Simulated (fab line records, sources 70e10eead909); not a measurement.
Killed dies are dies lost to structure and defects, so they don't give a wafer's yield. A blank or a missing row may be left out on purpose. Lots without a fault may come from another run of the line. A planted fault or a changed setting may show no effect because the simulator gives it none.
Which tool did it? | flow nand_harc | 12 lots, 36 wafers sampled, at 1 step of a route of 1302

WHAT THE GAUGES READ, wafer by wafer
NHARC_A_CHANNEL_HOLE_D1_OVL_MEAS_11.
lot  | measured     | on         | overlay_x_nm (nm)
L075 | day 8 19:47  | overlay-02 | -0.5 -0.8 -0.4
L077 | day 9 15:56  | overlay-01 | 0.6 1.2 1.3
L078 | day 10 13:24 | overlay-02 | 0.0 0.2 -0.3
L081 | day 11 05:41 | overlay-01 | -0.3 -1.0 -0.3
L083 | day 12 03:08 | overlay-01 | -0.4 -0.7 -0.4
L086 | day 13 07:51 | overlay-01 | 0.9 0.9 0.2
L087 | day 13 22:25 | overlay-02 | -0.4 0.4 0.4
L088 | day 14 12:05 | overlay-01 | 0.6 0.1 -0.3
L091 | day 15 10:37 | overlay-02 | -0.5 -0.9 -0.3
L093 | day 16 19:11 | overlay-01 | -0.9 -0.7 -0.3
L094 | day 17 01:52 | overlay-01 | 0.8 -0.3 0.0
L097 | day 18 09:42 | overlay-01 | 0.5 0.2 0.5

WHICH TOOL RAN EACH LOT (tool, then ch and the chambers of the sampled wafers, then the start)
The record holds no process step before these readings.

THE ANSWER, worked out from the rows above alone
Rule: what is usual is taken from the lots themselves. Put in order of their means at a reading, lots are off if they are a third of the lots or fewer, leave a main group of 4 or more, and stand apart from it by a gap of 3 or more times the standard deviation of the main group's means; of several such gaps the widest counts. A main group whose means are all the same, to the digits that the tables above print for the reading, isn't used. A lot without any number at a reading at which 4 lots or more have one is off too. The other lots that the step has rows for count as sound.
No lot is off at any reading shown: from this, nothing can be told.

WHAT THE SIMULATOR HAD PUT IN
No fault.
